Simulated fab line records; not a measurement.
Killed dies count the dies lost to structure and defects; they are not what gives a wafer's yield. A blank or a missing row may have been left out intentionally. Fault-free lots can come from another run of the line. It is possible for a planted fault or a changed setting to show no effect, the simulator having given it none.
fab line records | flow n5_finfet
[record] lots = 7 | wafers = 39
route steps=1938 shown BEOL_M12@1639 BEOL_M14@1751 TV_OPEN@1887
start_h: hours from the record's opening day to when the first of the lot's shown wafers began | wait_h: hours from the lot's prior step to this one | " as in the row above | L1.1+2: several wafers, shown together as one row | - no value, or no start was given | * or withheld: withheld | < > ~ a bound
route shown NAME@n: a module of which the file shows steps, and the number in the route of the first | usual: average and standard deviation across the fault-free wafers | same: alike in all rows | chamber/n: place in a boat | sites: per-site readings | _std_site: the standard deviation of these | _edge_site: mean of outer sites minus mean of inner sites | radius_mm: for every site, how far away it sits from the centre of the wafer | mask NAME#n: copy n | behind: the tool/chamber that last shaped the wafer | hold: why the lot was held/for how many hours/how that ended | device: the transistor (n, p or np) that didn't switch | end of line: the tests these same wafers got at the end of their route | step lacking rows: just its recipe | killed: dies that structure and defects cost at the first sort, which is not the same as the wafer's yield | map: dies across one wafer; x = killed, . = not, _ = none there
set.NAME: setting as actually run; set.NAME@STEP: the setting as run at that earlier step | model.NAME: the simulator's own value behind a step, which no gauge read
lots whose settings were changed on purpose; a table a step, a row a wafer
[[steps]]
[step N5_BEOL_M12_TRENCH_ETCH_34]
[recipe] chemistry = C4F8/O2/Ar | target = SiOC | target_depth_a = 3189.5 | mask_material = SOC | pressure_mtorr = 30 | source_w = 3000 | bias_w = 700 | Ar_flow_sccm = 400 | C4F8_flow_sccm = 15 | O2_flow_sccm = 8 | he_inner_torr = 15 | he_outer_torr = 30 | time_s = 125.5 | ion_energy_ev = 250
lot.wafer | tool        | chamber | start_h | wait_h | set.time_s | model.etch.depth_nm
L074.1    | rie_diel-02 | 3       | 232.72  | 0.0    | 193        | 490.2
L074.2    | "           | 2       | "       | "      | 125.5      | 315.1
L074.3    | "           | 0       | "       | "      | 125.5      | 321.5
L074.4    | "           | 1       | "       | "      | 193        | 498.8
L074.5    | "           | 3       | "       | "      | 193        | 489.5
L074.6    | "           | 2       | "       | "      | 125.5      | 313.4
L076.1    | rie_diel-02 | 3       | 253.47  | 0.0    | 125.5      | 319.3
L076.2    | "           | 2       | "       | "      | 125.5      | 314.8
L076.3    | "           | 1       | "       | "      | 125.5      | 323.2
L076.4    | "           | 0       | "       | "      | 125.5      | 320
L076.5    | "           | 2       | "       | "      | 125.5      | 315.5
L076.6    | "           | 1       | "       | "      | 125.5      | 322.6
L077.1+5  | rie_diel-01 | 0       | 253.67  | 0.0    | 65.2       | 165.4
L077.2    | "           | 3       | "       | "      | 65.2       | 166.7
L077.3    | "           | 2       | "       | "      | 125.5      | 316.1
L077.4    | "           | 1       | "       | "      | 125.5      | 320.9
L077.6    | "           | 3       | "       | "      | 125.5      | 325.1
L090.1+3  | rie_diel-01 | 2,0     | 338.11  | 0.0    | 125.5      | 312
L090.2    | "           | 1       | "       | "      | 125.5      | 316.4
L090.4    | "           | 3       | "       | "      | 125.5      | 320.9
L090.5    | "           | 2       | "       | "      | 125.5      | 310.3
L090.6    | "           | 1       | "       | "      | 125.5      | 319.5
L091.1    | rie_diel-01 | 1       | 346.63  | 0.0    | 125.5      | 316.6
L091.2    | "           | 3       | "       | "      | 125.5      | 324.2
L091.4    | "           | 0       | "       | "      | 125.5      | 313.8
L092.1    | rie_diel-06 | 1       | 354.93  | 0.0    | 125.5      | 317.2
L092.2    | "           | 3       | "       | "      | 125.5      | 313.3
L092.3    | "           | 2       | "       | "      | 99.47      | 247.8
L092.4    | "           | 3       | "       | "      | 125.5      | 313.4
L092.5    | "           | 2       | "       | "      | 99.47      | 247
L092.6    | "           | 1       | "       | "      | 99.47      | 250.3
L096.1    | rie_diel-01 | 1       | 391.75  | 0.0    | 63.31      | 160.4
L096.2    | "           | 2       | "       | "      | 125.5      | 307.8
L096.3    | "           | 0       | "       | "      | 125.5      | 312.5
L096.4    | "           | 3       | "       | "      | 125.5      | 326.2
L096.5    | "           | 3       | "       | "      | 63.31      | 164.3
L096.6    | "           | 0       | "       | "      | 63.31      | 158.5
[step N5_BEOL_M12_STRIP_70]
[recipe] chemistry = C4F8/O2/Ar | resist = SiARC | rf_frequency_hz = 6e+07
[step N5_BEOL_M12_OCD_MEAS_35]
[usual] trench_depth_nm = 316/4.9
lot.wafer | tool   | chamber | start_h | wait_h | set.time_s@BEOL_M12_TRENCH_ETCH_34 | trench_depth_nm
L074.1    | ocd-01 | -       | 232.87  | 0.0    | 193                                | 490
L074.2    | "      | -       | "       | "      | 125.5                              | 315
L074.3    | "      | -       | "       | "      | 125.5                              | 322
L074.4    | "      | -       | "       | "      | 193                                | 499
L074.5    | "      | -       | "       | "      | 193                                | 490
L074.6    | "      | -       | "       | "      | 125.5                              | 314
L076.1    | ocd-01 | -       | 253.63  | 0.0    | 125.5                              | 319
L076.2    | "      | -       | "       | "      | 125.5                              | 315
L076.3    | "      | -       | "       | "      | 125.5                              | 323
L076.4    | "      | -       | "       | "      | 125.5                              | 319
L076.5    | "      | -       | "       | "      | 125.5                              | 316
L076.6    | "      | -       | "       | "      | 125.5                              | 323
L077.1    | ocd-02 | -       | 253.83  | 0.0    | 65.2                               | 165
L077.2    | "      | -       | "       | "      | 65.2                               | 167
L077.3    | "      | -       | "       | "      | 125.5                              | 316
L077.4    | "      | -       | "       | "      | 125.5                              | 321
L077.5    | "      | -       | "       | "      | 65.2                               | 165
L077.6    | "      | -       | "       | "      | 125.5                              | 325
L090.1    | ocd-02 | -       | 338.27  | 0.0    | 125.5                              | 312
L090.2    | "      | -       | "       | "      | 125.5                              | 317
L090.3    | "      | -       | "       | "      | 125.5                              | 312
L090.4    | "      | -       | "       | "      | 125.5                              | 322
L090.5    | "      | -       | "       | "      | 125.5                              | 310
L090.6    | "      | -       | "       | "      | 125.5                              | 319
L091.1    | ocd-01 | -       | 346.78  | 0.0    | 125.5                              | 317
L091.2    | "      | -       | "       | "      | 125.5                              | 324
L091.4    | "      | -       | "       | "      | 125.5                              | 313
L092.1    | ocd-01 | -       | 355.08  | 0.0    | 125.5                              | 317
L092.2    | "      | -       | "       | "      | 125.5                              | 313
L092.3    | "      | -       | "       | "      | 99.47                              | 248
L092.4    | "      | -       | "       | "      | 125.5                              | 314
L092.5    | "      | -       | "       | "      | 99.47                              | 247
L092.6    | "      | -       | "       | "      | 99.47                              | 250
L096.1    | ocd-01 | -       | 391.91  | 0.0    | 63.31                              | 160
L096.2    | "      | -       | "       | "      | 125.5                              | 307
L096.3    | "      | -       | "       | "      | 125.5                              | 312
L096.4    | "      | -       | "       | "      | 125.5                              | 326
L096.5    | "      | -       | "       | "      | 63.31                              | 164
L096.6    | "      | -       | "       | "      | 63.31                              | 158
[step N5_BEOL_M12_STRIP_37]
[recipe] chemistry = N2/H2 | power_w = 1000 | temp_c = 250 | h2_frac = 0.65 | overash_fraction = 0.3 | pressure_mtorr = withheld | n2_flow_sccm = 1750 | h2_flow_sccm = 3250
[step N5_BEOL_M12_ETCH_38]
[recipe] chemistry = CF4/N2 | target = SiCN | target_depth_a = 687 | taper_deg = 2 | time_s = 73.4 | ion_energy_ev = 150 | mask_material = SiO2 | pressure_mtorr = 40 | source_w = 430 | bias_w = 70 | Ar_flow_sccm = 100 | cf4_flow_sccm = 60 | n2_flow_sccm = 60
[step N5_BEOL_M12_ECD_47]
[recipe] material = Cu | target_thk_a = 7200
[step N5_BEOL_M12_ANNEAL_48]
[recipe] temp_c = 225 | time_s = 90 | ambient = N2
[step N5_BEOL_M12_CMP_49]
[recipe] stop_on = SiOC | t_overpolish_s = 20.6 | down_force_psi = 1 | platen_rpm = 50 | clearing_platen_down_force_psi = 1.5 | clearing_platen_rpm = 50 | post_cmp_clean = cu_alkaline | target_thk_nm = 320 | clearing_platen_pad_velocity_m_s = 0.99484 | pad_velocity_m_s = 0.99484
lot.wafer | tool   | chamber | start_h | wait_h | set.time_s@BEOL_M12_TRENCH_ETCH_34 | model.Cu_of_BEOL_M12_ECD_47.thk_nm
L074.4    | cmp-02 | 2       | 235.58  | 0.1    | 193                                | 499.4
L074.2    | "      | 3       | "       | "      | 125.5                              | 316.6
L074.3    | "      | 0       | "       | "      | 125.5                              | 323.2
L074.1    | "      | 1       | "       | "      | 193                                | 492
L074.5    | "      | 2       | "       | "      | 193                                | 489.6
L074.6    | "      | 3       | "       | "      | 125.5                              | 315.6
L076.1    | cmp-04 | 1       | 255.43  | 0.3    | 125.5                              | 321.4
L076.2    | "      | 2       | "       | "      | 125.5                              | 315.6
L076.3    | "      | 3       | "       | "      | 125.5                              | 325.8
L076.4    | "      | 0       | "       | "      | 125.5                              | 319.8
L076.6    | "      | 1       | "       | "      | 125.5                              | 324.6
L076.5    | "      | 2       | "       | "      | 125.5                              | 317.2
L077.1    | cmp-02 | 3       | 255.75  | 0.3    | 65.2                               | 167.6
L077.3    | "      | 0       | "       | "      | 125.5                              | 318.2
L077.2    | "      | 1       | "       | "      | 65.2                               | 169.8
L077.4    | "      | 2       | "       | "      | 125.5                              | 321.8
L077.6    | "      | 3       | "       | "      | 125.5                              | 326.8
L077.5    | "      | 0       | "       | "      | 65.2                               | 167
L090.4    | cmp-01 | 0       | 341.47  | 0.1    | 125.5                              | 322.2
L090.3    | "      | 1       | "       | "      | 125.5                              | 316
L090.1    | "      | 2       | "       | "      | 125.5                              | 313
L090.2    | "      | 3       | "       | "      | 125.5                              | 318.6
L090.6    | "      | 0       | "       | "      | 125.5                              | 322
L090.5    | "      | 1       | "       | "      | 125.5                              | 312.2
L091.1    | cmp-02 | 0       | 348.56  | 0.3    | 125.5                              | 318.2
L091.2    | "      | 1       | "       | "      | 125.5                              | 327
L091.4    | "      | 3       | "       | "      | 125.5                              | 315.4
L092.3    | cmp-01 | 0       | 359.71  | 0.2    | 99.47                              | 249
L092.2    | "      | 1       | "       | "      | 125.5                              | 316.6
L092.4    | "      | 2       | "       | "      | 125.5                              | 314
L092.1    | "      | 3       | "       | "      | 125.5                              | 319.4
L092.6    | "      | 0       | "       | "      | 99.47                              | 250.8
L092.5    | "      | 1       | "       | "      | 99.47                              | 249.4
L096.2    | cmp-02 | 3       | 393.02  | 0.2    | 125.5                              | 307.4
L096.4    | "      | 0       | "       | "      | 125.5                              | 326.8
L096.1    | "      | 1       | "       | "      | 63.31                              | 161.4
L096.3    | "      | 2       | "       | "      | 125.5                              | 312.4
L096.6    | "      | 3       | "       | "      | 63.31                              | 160.2
L096.5    | "      | 0       | "       | "      | 63.31                              | 165.8
[step N5_BEOL_M12_THK_MEAS_50]
[recipe] thk_meas_gauge = xrf | reads = Cu_of_BEOL_M12_ECD_47
[usual] M12_THK = 322/5.7
lot.wafer | tool          | chamber | start_h | wait_h | set.time_s@BEOL_M12_TRENCH_ETCH_34 | M12_THK[nm]
L074.1    | film_metro-01 | -       | 235.88  | -      | 193                                | 498
L074.2    | "             | -       | "       | "      | 125.5                              | 320
L074.3    | "             | -       | "       | "      | 125.5                              | 327
L074.4    | "             | -       | "       | "      | 193                                | 504
L074.5    | "             | -       | "       | "      | 193                                | 495
L074.6    | "             | -       | "       | "      | 125.5                              | 319
L076.1    | film_metro-02 | -       | 255.72  | -      | 125.5                              | 321
L076.2    | "             | -       | "       | "      | 125.5                              | 318
L076.3    | "             | -       | "       | "      | 125.5                              | 327
L076.4    | "             | -       | "       | "      | 125.5                              | 320
L076.5    | "             | -       | "       | "      | 125.5                              | 319
L076.6    | "             | -       | "       | "      | 125.5                              | 325
L077.1    | film_metro-02 | -       | 256.05  | -      | 65.2                               | 171
L077.2    | "             | -       | "       | "      | 65.2                               | 174
L077.3    | "             | -       | "       | "      | 125.5                              | 326
L077.4    | "             | -       | "       | "      | 125.5                              | 329
L077.5    | "             | -       | "       | "      | 65.2                               | 171
L077.6    | "             | -       | "       | "      | 125.5                              | 335
L090.1    | film_metro-01 | -       | 341.76  | -      | 125.5                              | 315
L090.2    | "             | -       | "       | "      | 125.5                              | 321
L090.3    | "             | -       | "       | "      | 125.5                              | 319
L090.4    | "             | -       | "       | "      | 125.5                              | 324
L090.5    | "             | -       | "       | "      | 125.5                              | 313
L090.6    | "             | -       | "       | "      | 125.5                              | 324
L091.1    | film_metro-02 | -       | 348.86  | -      | 125.5                              | 325
L091.2    | "             | -       | "       | "      | 125.5                              | 332
L091.4    | "             | -       | "       | "      | 125.5                              | 320
L092.1    | film_metro-01 | -       | 360.00  | -      | 125.5                              | 319
L092.2    | "             | -       | "       | "      | 125.5                              | 319
L092.3    | "             | -       | "       | "      | 99.47                              | 250
L092.4    | "             | -       | "       | "      | 125.5                              | 316
L092.5    | "             | -       | "       | "      | 99.47                              | 250
L092.6    | "             | -       | "       | "      | 99.47                              | 252
L096.1    | film_metro-02 | -       | 393.32  | -      | 63.31                              | 164
L096.2    | "             | -       | "       | "      | 125.5                              | 314
L096.3    | "             | -       | "       | "      | 125.5                              | 318
L096.4    | "             | -       | "       | "      | 125.5                              | 331
L096.5    | "             | -       | "       | "      | 63.31                              | 168
L096.6    | "             | -       | "       | "      | 63.31                              | 162
[step N5_BEOL_M12_PRE_CLEAN_52]
[recipe] gas = NH3 | time_s = 15 | temp_c = withheld | rf_power_w = 300
[step N5_BEOL_M12_DEP_53]
[recipe] material = SiCN | target_thk_a = 300 | temp_c = withheld | precursor = 3MS/NH3 | pressure_torr = 3 | rf_w = 675 | time_s = 10.5
[step N5_BEOL_M12_RS_MEAS_54]
[recipe] thk_meas_gauge = four-point-probe | reads = Cu_of_BEOL_M12_ECD_47+Ta_of_BEOL_M12_SPUTTER_44+TaN_of_BEOL_M12_SPUTTER_43
[usual] M12_RS = 0.0605/0.001
lot.wafer | tool          | chamber | start_h | wait_h | set.time_s@BEOL_M12_TRENCH_ETCH_34 | M12_RS[ohm/sq]
L074.1    | film_metro-02 | -       | 236.01  | 0.0    | 193                                | 0.0385
L074.2    | "             | -       | "       | "      | 125.5                              | 0.0606
L074.3    | "             | -       | "       | "      | 125.5                              | 0.0592
L074.4    | "             | -       | "       | "      | 193                                | 0.0378
L074.5    | "             | -       | "       | "      | 193                                | 0.0386
L074.6    | "             | -       | "       | "      | 125.5                              | 0.0608
L076.1    | film_metro-01 | -       | 255.85  | 0.0    | 125.5                              | 0.0599
L076.2    | "             | -       | "       | "      | 125.5                              | 0.0609
L076.3    | "             | -       | "       | "      | 125.5                              | 0.0590
L076.4    | "             | -       | "       | "      | 125.5                              | 0.0601
L076.5    | "             | -       | "       | "      | 125.5                              | 0.0606
L076.6    | "             | -       | "       | "      | 125.5                              | 0.0592
L077.1    | film_metro-01 | -       | 256.17  | 0.0    | 65.2                               | 0.1195
L077.2    | "             | -       | "       | "      | 65.2                               | 0.1176
L077.3    | "             | -       | "       | "      | 125.5                              | 0.0604
L077.4    | "             | -       | "       | "      | 125.5                              | 0.0598
L077.5    | "             | -       | "       | "      | 65.2                               | 0.1199
L077.6    | "             | -       | "       | "      | 125.5                              | 0.0588
L090.1    | film_metro-01 | -       | 341.89  | 0.0    | 125.5                              | 0.0615
L090.2    | "             | -       | "       | "      | 125.5                              | 0.0603
L090.3    | "             | -       | "       | "      | 125.5                              | 0.0608
L090.4    | "             | -       | "       | "      | 125.5                              | 0.0597
L090.5    | "             | -       | "       | "      | 125.5                              | 0.0617
L090.6    | "             | -       | "       | "      | 125.5                              | 0.0597
L091.1    | film_metro-01 | -       | 348.98  | 0.0    | 125.5                              | 0.0605
L091.2    | "             | -       | "       | "      | 125.5                              | 0.0588
L091.4    | "             | -       | "       | "      | 125.5                              | 0.0610
L092.1    | film_metro-02 | -       | 360.12  | 0.0    | 125.5                              | 0.0601
L092.2    | "             | -       | "       | "      | 125.5                              | 0.0606
L092.3    | "             | -       | "       | "      | 99.47                              | 0.0779
L092.4    | "             | -       | "       | "      | 125.5                              | 0.0611
L092.5    | "             | -       | "       | "      | 99.47                              | 0.0779
L092.6    | "             | -       | "       | "      | 99.47                              | 0.0773
L096.1    | film_metro-02 | -       | 393.44  | 0.0    | 63.31                              | 0.1241
L096.2    | "             | -       | "       | "      | 125.5                              | 0.0626
L096.3    | "             | -       | "       | "      | 125.5                              | 0.0615
L096.4    | "             | -       | "       | "      | 125.5                              | 0.0587
L096.5    | "             | -       | "       | "      | 63.31                              | 0.1206
L096.6    | "             | -       | "       | "      | 63.31                              | 0.1254
[step N5_BEOL_M14_ETCH_68]
[recipe] chemistry = N2/H2 | target = SOC | mask_material = SiARC | source_w = 3000 | bias_w = 350 | temp_c = 40 | time_s = 450 | ion_energy_ev = 200 | pressure_mtorr = 30 | n2_flow_sccm = 200 | h2_flow_sccm = 200
lot.wafer | tool        | chamber | start_h | wait_h | set.time_s | model.SiARC_of_BEOL_M14_COAT_66.thk_nm
L074.1    | rie_diel-02 | 2       | 243.12  | 0.1    | 450        | 65.8
L074.2+3  | "           | 3,0     | "       | "      | 450        | 65.2
L074.4    | "           | 1       | "       | "      | 450        | 64.8
L074.5    | "           | 2       | "       | "      | 450        | 66.4
L074.6    | "           | 3       | "       | "      | 450        | 65.6
L077.1    | rie_diel-01 | 3       | 266.23  | 0.1    | 450        | 65
L077.2    | "           | 0       | "       | "      | 450        | 65.2
L077.3+5  | "           | 1,3     | "       | "      | 450        | 64.6
L077.4+6  | "           | 2       | "       | "      | 450        | 65.6
L076.1    | rie_diel-06 | 0       | 268.30  | 0.1    | 249.6      | 86
L076.2    | "           | 1       | "       | "      | 249.6      | 84.4
L076.3    | "           | 3       | "       | "      | 450        | 65.4
L076.4    | "           | 2       | "       | "      | 249.6      | 85.8
L076.5    | "           | 1       | "       | "      | 450        | 64.4
L076.6    | "           | 2       | "       | "      | 450        | 66
L090.1+3  | rie_diel-02 | 3,0     | 347.96  | 0.1    | 217.5      | 88.6
L090.2    | "           | 1       | "       | "      | 450        | 65
L090.4    | "           | 3       | "       | "      | 450        | 65.4
L090.5    | "           | 1       | "       | "      | 217.5      | 87.8
L090.6    | "           | 0       | "       | "      | 450        | 65.2
L091.1    | rie_diel-01 | 3       | 356.87  | 0.1    | 450        | 64.8
L091.2    | "           | 1       | "       | "      | 450        | 65.2
L091.4    | "           | 2       | "       | "      | 450        | 65.8
L092.1    | rie_diel-06 | 0       | 368.66  | 0.1    | 450        | 64.6
L092.2    | "           | 1       | "       | "      | 450        | 65.6
L092.3    | "           | 3       | "       | "      | 450        | 66
L092.4    | "           | 3       | "       | "      | 450        | 66.4
L092.5    | "           | 0       | "       | "      | 450        | 64.2
L092.6    | "           | 1       | "       | "      | 450        | 65
L096.1    | rie_diel-01 | 1       | 401.24  | 0.1    | 450        | 65.4
L096.2    | "           | 2       | "       | "      | 450        | 66.2
L096.3+4  | "           | 3,1     | "       | "      | 221.4      | 87.8
L096.5    | "           | 2       | "       | "      | 221.4      | 88.2
L096.6    | "           | 3       | "       | "      | 450        | 64
[step N5_PASSIVATION_PASS_ETCH_74]
[recipe] chemistry = CF4/O2 | target = SiNx | target_depth_a = 2200 | time_s = 110 | ion_energy_ev = 100 | pressure_mtorr = 40 | source_w = 535 | bias_w = 49 | Ar_flow_sccm = 100 | cf4_flow_sccm = 100 | O2_flow_sccm = 10
lot.wafer | tool        | chamber | start_h | wait_h | set.target_depth_a | model.etch.depth_nm | model.TV_OPEN.cd_offset_nm
L074.1    | rie_diel-03 | 1       | 263.57  | 0.0    | 2200               | 215.7               | 0.2
L074.2    | "           | 3       | "       | "      | 2200               | 220.5               | 0
L074.3    | "           | 2       | "       | "      | 2200               | 233                 | 0.4
L074.4    | "           | 0       | "       | "      | 1668               | 165.8               | 3
L074.5    | "           | 1       | "       | "      | 1668               | 163.9               | 2.2
L074.6    | "           | 0       | "       | "      | 1668               | 165.3               | 2.8
L077.1    | rie_diel-05 | 0       | 283.68  | 0.0    | 2200               | 218.8               | -0.2
L077.2    | "           | 1       | "       | "      | 2200               | 223.1               | 0.2
L077.3    | "           | 2       | "       | "      | 2200               | 222.4               | 0.2
L077.4    | "           | 3       | "       | "      | 2200               | 217                 | 0.8
L077.5    | "           | 2       | "       | "      | 2200               | 220.8               | 0.6
L077.6    | "           | 1       | "       | "      | 2200               | 223                 | 0
L076.1    | rie_diel-04 | 3       | 283.74  | 0.0    | 2200               | 215.2               | 0.6
L076.2    | "           | 2       | "       | "      | 1638               | 163.7               | 2.8
L076.3    | "           | 0       | "       | "      | 2200               | 220.4               | 0
L076.4    | "           | 1       | "       | "      | 1638               | 160.4               | 2.4
L076.5    | "           | 3       | "       | "      | 1638               | 159.9               | 3
L076.6    | "           | 0       | "       | "      | 2200               | 218.5               | 0.2
L090.1    | rie_diel-03 | 1       | 370.42  | 0.0    | 2200               | 215.1               | 0.4
L090.2    | "           | 0       | "       | "      | 2200               | 216.9               | 0.4
L090.3    | "           | 2       | "       | "      | 2200               | 231.6               | 0.4
L090.4    | "           | 3       | "       | "      | 2200               | 222.2               | 0
L090.5    | "           | 2       | "       | "      | 2200               | 231.2               | 0.6
L090.6    | "           | 3       | "       | "      | 2200               | 222                 | 0.4
L091.1    | rie_diel-04 | 3       | 374.27  | 0.0    | 2200               | 215                 | -0.2
L091.2    | "           | 1       | "       | "      | 2200               | 213.5               | -1
L091.4    | "           | 3       | "       | "      | 2200               | 213.7               | -0.2
L092.1    | rie_diel-04 | 1       | 386.94  | 0.0    | 1721               | 166.2               | 1.4
L092.2    | "           | 0       | "       | "      | 2200               | 218.8               | 0
L092.3    | "           | 3       | "       | "      | 2200               | 213.4               | -0.2
L092.4    | "           | 0       | "       | "      | 2200               | 216.3               | -0.4
L092.5    | "           | 1       | "       | "      | 1721               | 165.5               | 2
L092.6    | "           | 3       | "       | "      | 1721               | 167.6               | 1.6
L096.1    | rie_diel-03 | 1       | 421.99  | 0.0    | 1094               | 105.3               | 5
L096.2    | "           | 0       | "       | "      | 1094               | 107.3               | 5
L096.3    | "           | 2       | "       | "      | 2200               | 230.2               | 0
L096.4    | "           | 3       | "       | "      | 1094               | 110.3               | 5
L096.5    | "           | 1       | "       | "      | 2200               | 213.9               | 0.2
L096.6    | "           | 2       | "       | "      | 2200               | 228.6               | 0.2
[step N5_PASSIVATION_VIA_ETCH_13]
[recipe] chemistry = CHF3/O2 | target = SiO2 | target_depth_a = 6600 | CHF3_flow_sccm = 50 | O2_flow_sccm = 5 | Ar_flow_sccm = 200 | time_s = 330 | mask_material = PR | pressure_mtorr = 30 | source_w = 650 | bias_w = 170 | ion_energy_ev = 200 | ends = cleared
lot.wafer    | tool        | chamber | start_h | wait_h | set.target_depth_a@PASSIVATION_PASS_ETCH_74 | model.TV_OPEN.cd_offset_nm
L074.1       | rie_diel-03 | 1       | 263.66  | 0.0    | 2200                                        | 2
L074.2       | "           | 3       | "       | "      | 2200                                        | 1.4
L074.3       | "           | 2       | "       | "      | 2200                                        | 2.2
L074.4+6     | "           | 0       | "       | "      | 1668                                        | 5
L074.5       | "           | 1       | "       | "      | 1668                                        | 4
L077.1       | rie_diel-05 | 0       | 283.77  | 0.0    | 2200                                        | 1.2
L077.2+3+4+5 | "           | 1,2,3,2 | "       | "      | 2200                                        | 2
L077.6       | "           | 1       | "       | "      | 2200                                        | 1.6
L076.1       | rie_diel-04 | 3       | 283.83  | 0.0    | 2200                                        | 2.8
L076.2+5     | "           | 2,3     | "       | "      | 1638                                        | 4.8
L076.3       | "           | 0       | "       | "      | 2200                                        | 1.6
L076.4       | "           | 1       | "       | "      | 1638                                        | 3.8
L076.6       | "           | 0       | "       | "      | 2200                                        | 2.2
L090.1       | rie_diel-03 | 1       | 370.51  | 0.0    | 2200                                        | 2.6
L090.2       | "           | 0       | "       | "      | 2200                                        | 3
L090.3       | "           | 2       | "       | "      | 2200                                        | 2.4
L090.4       | "           | 3       | "       | "      | 2200                                        | 2.2
L090.5+6     | "           | 2,3     | "       | "      | 2200                                        | 2.8
L091.1       | rie_diel-04 | 3       | 374.36  | 0.0    | 2200                                        | 1.8
L091.2       | "           | 1       | "       | "      | 2200                                        | 0.4
L091.4       | "           | 3       | "       | "      | 2200                                        | 1.4
L092.1+6     | rie_diel-04 | 1,3     | 387.04  | 0.0    | 1721                                        | 3
L092.2       | "           | 0       | "       | "      | 2200                                        | 1.8
L092.3       | "           | 3       | "       | "      | 2200                                        | 1.2
L092.4       | "           | 0       | "       | "      | 2200                                        | 1.6
L092.5       | "           | 1       | "       | "      | 1721                                        | 3.2
L096.1+2     | rie_diel-03 | 1,0     | 422.09  | 0.0    | 1094                                        | 7.2
L096.3+5+6   | "           | 2,1,2   | "       | "      | 2200                                        | 2.4
L096.4       | "           | 3       | "       | "      | 1094                                        | 6.8
[[key]]
[split] step = N5_BEOL_M12_TRENCH_ETCH_34 | setting = time_s | stated = 125.5 | by = wafer
[response] step = N5_BEOL_M12_TRENCH_ETCH_34 | reading = model.etch.depth_nm | change = +3.21 | per = 1% | r = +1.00
[response] step = N5_BEOL_M12_OCD_MEAS_35 | reading = trench_depth_nm | change = +3.21 | per = 1% | r = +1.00
[response] step = N5_BEOL_M12_CMP_49 | reading = model.Cu_of_BEOL_M12_ECD_47.thk_nm | change = +3.19 | per = 1% | r = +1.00
[response] step = N5_BEOL_M12_THK_MEAS_50 | reading = M12_THK | change = +3.25 | per = 1% | r = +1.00
[response] step = N5_BEOL_M12_RS_MEAS_54 | reading = M12_RS | shape = bent | at_lowest = 0.1234 | at_stated = 0.0603 | at_highest = 0.0383
[split] step = N5_BEOL_M14_ETCH_68 | setting = time_s | stated = 450 | by = wafer
[response] step = N5_BEOL_M14_ETCH_68 | reading = model.SiARC_of_BEOL_M14_COAT_66.thk_nm | change = -0.449 | per = 1% | r = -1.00
[split] step = N5_PASSIVATION_PASS_ETCH_74 | setting = target_depth_a | stated = 2200 | by = wafer
[response] step = N5_PASSIVATION_PASS_ETCH_74 | reading = model.etch.depth_nm | change = +2.31 | per = 1% | r = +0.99
[response] step = N5_PASSIVATION_PASS_ETCH_74 | reading = model.TV_OPEN.cd_offset_nm | change = -0.0962 | per = 1% | r = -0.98
[response] step = N5_PASSIVATION_VIA_ETCH_13 | reading = model.TV_OPEN.cd_offset_nm | change = -0.0929 | per = 1% | r = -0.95
